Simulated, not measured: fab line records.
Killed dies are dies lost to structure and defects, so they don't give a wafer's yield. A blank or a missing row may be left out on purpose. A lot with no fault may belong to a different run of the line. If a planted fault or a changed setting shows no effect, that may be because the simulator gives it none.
Chamber matching | flow n5_finfet | rie_diel-05 running N5_BEOL_M2_ETCH_77: 4 sister chambers
The step etches underlayer in N2/H2, target depth 6.5 nm, time 5.2 s. 8 wafers are shown with their chamber, then 12 later ones without.

WAFERS PAIRED WITH THEIR CHAMBERS
wafer  | chamber | throttle_valve_pct (%) | showerhead_plenum_p_Torr (Torr)
L080.3 | 0       | 17.7                   | 2.47
L083.5 | 1       | 17.6                   | 2.44
L084.2 | 2       | 18.6                   | 2.55
L084.3 | 3       | 17.7                   | 2.49
L084.6 | 1       | 17.6                   | 2.44
L085.2 | 0       | 17.8                   | 2.47
L085.4 | 2       | 18.6                   | 2.54
L085.5 | 3       | 17.7                   | 2.48

WAFERS MISSING THEIR CHAMBER
wafer  | throttle_valve_pct (%) | showerhead_plenum_p_Torr (Torr)
L087.3 | 17.6                   | 2.44
L087.5 | 17.8                   | 2.47
L087.6 | 17.7                   | 2.48
L089.1 | 17.6                   | 2.44
L089.2 | 18.6                   | 2.54
L089.3 | 17.7                   | 2.48
L096.4 | 17.8                   | 2.46
L096.5 | 17.8                   | 2.46
L096.6 | 17.6                   | 2.43
L097.2 | 18.6                   | 2.53
L097.4 | 17.7                   | 2.43
L097.6 | 17.7                   | 2.47

WHICH CHAMBER EACH WENT THROUGH
wafer  | from the rows above     | in truth
L087.3 | 1                       | 1
L087.5 | 0                       | 0
L087.6 | can't be placed: 3 or 0 | 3
L089.1 | 1                       | 1
L089.2 | 2                       | 2
L089.3 | can't be placed: 3 or 0 | 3
L096.4 | 0                       | 0
L096.5 | 0                       | 0
L096.6 | 1                       | 1
L097.2 | 2                       | 2
L097.4 | 1                       | 1
L097.6 | can't be placed: 0 or 3 | 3
Correct placement for 9 of the 12. Cannot be placed on the basis of these rows: 3; the candidates contain the true chamber in 3. 0 placed wrongly.
How it was worked out, from the rows above alone: a wafer's distance from a chamber is the root of the sum, over the readings, of the square of ((its reading less the chamber's mean) divided by the reading's scatter). If the next closest chamber is less than 2 further off than the closest, the wafer can't be placed; otherwise it belongs to the closest. For every chamber, the mean is computed from those of its wafers that are shown. The scatter is the square root of a quotient: the sum, over the shown wafers, of each reading's squared deviation from its chamber's mean, divided by wafers minus chambers.
